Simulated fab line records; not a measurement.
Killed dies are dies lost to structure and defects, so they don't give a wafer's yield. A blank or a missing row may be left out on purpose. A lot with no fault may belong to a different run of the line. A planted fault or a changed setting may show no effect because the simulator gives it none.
2 desks looking at one fault :: flow n5-finfet :: numbers are kept per desk, each desk with only its own; the story behind them comes last

FOR THE TOOL OWNER'S DESK: pecvd-02
The tool's own readings at N5_BEOL_M13_DEP_53 (deposits SiCN from 3MS/NH3, target thk 50 nm, time 17.8 s): means of the sampled wafers that have a number, for each lot that ran on this tool. A lot is out of limits, marked OUT, if its mean lies more than 4 standard deviations from the usual mean; the brackets give that distance.
Columns: A = showerhead-plenum-p-Torr at N5_BEOL_M13_DEP_53, usual 4.154 Torr; B = throttle-valve-pct at N5_BEOL_M13_DEP_53, usual 17.7 %
lot: L559
first seen here: day 14 07:01
A: 4.156
B: 19.0

lot: L563
first seen here: day 14 11:48
A: 4.178
B: 18.1
This desk's finding: nothing out of limits on any of the 2 lots.

THE METROLOGY DESK
Means of the sampled wafers that have a number, per lot and without regard to the tool the lot ran on: this is what the gauges read. A lot is out of limits, marked OUT, if its mean lies more than 4 standard deviations from the usual mean; the brackets give that distance.
Columns: A = M13_THK at N5_BEOL_M13_THK_MEAS_50, usual 419 nm; B = M13_RS at N5_BEOL_M13_RS_MEAS_54, usual 0.0449 ohm/sq
lot: L556
first seen here: day 13 00:07
A: 433
B: 0.0439

lot: L559
first seen here: day 14 06:56
A: 424
B: 0.0444

lot: L563
first seen here: day 14 11:44
A: 419
B: 0.0450

lot: L564
first seen here: day 14 18:41
A: 415
B: 0.0458

lot: L567
first seen here: day 14 21:41
A: 412
B: 0.0458

lot: L570
first seen here: day 17 01:07
A: 423
B: 0.0443
This desk's finding: nothing out of limits on any of the 6 lots.

PUT TOGETHER
The tool owner's desk saw nothing out of limits.
At the metrology desk, nothing out of limits was observed.

WHAT THE SIMULATOR PUT IN
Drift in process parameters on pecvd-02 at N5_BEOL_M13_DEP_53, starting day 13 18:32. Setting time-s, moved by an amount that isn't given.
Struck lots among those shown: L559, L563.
